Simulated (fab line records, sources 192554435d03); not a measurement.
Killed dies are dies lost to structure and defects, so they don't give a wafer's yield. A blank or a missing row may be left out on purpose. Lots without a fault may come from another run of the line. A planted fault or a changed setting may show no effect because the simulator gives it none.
Chamber matching | flow n5_finfet | N5_BEOL_M6_ETCH_66 on rie_diel-04: 4 sister chambers
The step etches SOC in N2/H2, target depth 80 nm, overetch 16 nm, time 120 s. 4 wafers are shown with their chamber, then 8 later ones without.

WAFERS WITH THEIR CHAMBER
wafer  | chamber | throttle_valve_pct (%)
L091.2 | 0       | 18.18
L091.3 | 3       | 17.18
L091.5 | 1       | 17.57
L093.3 | 2       | 17.86

WAFERS WITHOUT THEIR CHAMBER
wafer  | throttle_valve_pct (%)
L093.5 | 17.57
L093.6 | 18.17
L092.1 | 17.19
L092.2 | 17.58
L092.5 | 18.18
L095.2 | 17.21
L095.5 | 17.20
L095.6 | 17.89

WHICH CHAMBER EACH WENT THROUGH
wafer  | from the rows above | in truth
L093.5 | 1                   | 1
L093.6 | 0                   | 0
L092.1 | 3                   | 3
L092.2 | 1                   | 1
L092.5 | 0                   | 0
L095.2 | 3                   | 3
L095.5 | 3                   | 3
L095.6 | 2                   | 2
Placed correctly: 8 of 8. Can't be placed from these rows: 0. Placed wrongly: 0.
How it was worked out, from the rows above alone: a wafer's distance from a chamber is the root of the sum, over the readings, of the square of ((its reading less the chamber's mean) divided by the reading's scatter). The wafer belongs to the nearest chamber; if the next one is less than 2 further off, it can't be placed. A chamber's mean is the mean of its shown wafers. The scatter: with one shown wafer a chamber, the root of the mean of the squares of how far each hidden wafer lies from its nearest shown one.
